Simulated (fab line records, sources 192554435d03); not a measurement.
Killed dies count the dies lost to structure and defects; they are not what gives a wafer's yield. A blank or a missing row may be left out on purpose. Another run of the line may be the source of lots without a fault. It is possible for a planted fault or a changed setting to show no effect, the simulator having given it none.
Split-lot study ; flow n5-finfet ; 7 lots, 21 wafers read, on a route of 1938 steps

ON THE SPLIT
At N5_BEOL_M6_TRENCH_ETCH_37 (etches SiCOH lowk in C4F6/O2, target depth 94.435 nm, time 31.5 s), the setting source-w was moved away from the recipe's 345 W on 4 of the 21 wafers read, by -15.0% to +9.1%. The other wafers ran this setting at the recipe's value.

The split's own step is where the reading is taken.

THE READING
rf-vpp-V, in V, at N5_BEOL_M6_TRENCH_ETCH_37 (etches SiCOH lowk in C4F6/O2, target depth 94.435 nm, time 31.5 s). A value of 666 V with a standard deviation of 6.5 V is what fault-free wafers of this fab line usually give.

wafer;tool, chamber at the split;source-w as run, W;against the recipe;rf-vpp-V, V;against lot-mates on the recipe
L074.2;rie-diel-04, 2;345;recipe;659;-
L074.4;rie-diel-04, 2;345;recipe;659;-
L074.6;rie-diel-04, 0;345;recipe;672;-
L075.3;rie-diel-04, 0;345;recipe;673;-
L075.5;rie-diel-04, 0;345;recipe;672;-
L075.6;rie-diel-04, 3;345;recipe;666;-
L080.1;rie-diel-04, 0;345;recipe;674;-
L080.2;rie-diel-04, 3;345;recipe;668;-
L080.4;rie-diel-04, 1;345;recipe;665;-
L084.3;rie-diel-04, 1;345;recipe;664;-
L084.4;rie-diel-04, 2;345;recipe;659;-
L084.5;rie-diel-04, 3;345;recipe;668;-
L088.2;rie-diel-05, 0;345;recipe;681;-
L088.4;rie-diel-05, 1;376.5;+9.1%;635;-46
L088.6;rie-diel-05, 0;376.5;+9.1%;651;-30
L091.3;rie-diel-02, 3;345;recipe;661;-
L091.5;rie-diel-02, 3;345;recipe;662;-
L091.6;rie-diel-02, 0;345;recipe;680;-
L082.1;rie-diel-05, 2;293.1;-15.0%;714;+50
L082.3;rie-diel-05, 0;293.1;-15.0%;740;+76
L082.6;rie-diel-05, 1;345;recipe;664;-

FIT RESULTS
A straight line over all 21 wafers: rf-vpp-V changes by -3.59 V for each +1% of source-w; r = -0.92; the points scatter about the line by 8.6 V.
The same after taking each lot's own level away (the mean of its wafers on the recipe; 21 wafers): -4.18 V for each +1%; r = -0.96; scatter 7 V.
Per that fit: largest source-w move, reading shift of 63 V.
Across the lots, their own levels run from 663.3 to 681.0 V, a range of 2.7 times the standard deviation given above.
In other words, the slope is changed by the lot-to-lot level; the two fits disagree.
Check: for one of the wafers moved furthest among these (-15.0%), held out of the fit, the line's prediction against its lot-mates is +71.2 V. Against them it came out at +50 V.
Tool readings at the split's step, against how far the setting was moved: rf-vpp-V r = -0.92.

OTHER SPLITS ON THESE WAFERS
Before the reading, these wafers also passed through other splits. Each is held against what the fit with the lots' levels taken away leaves over:
other split on the same wafers;wafers away from the commonest value;r with rf-vpp-V (lot level and that fit taken away)
N5_BEOL_M4_COAT_76 spin-rpm;5;+0.12
N5_BEOL_M4_EXPOSE_25 dose-mj;5;-0.01
N5_BEOL_M5_SPUTTER_88 time-s;4;-0.02

FILE'S OWN FIT
rf-vpp-V changes by -4.19 V for each +1% of source-w, r = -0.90.
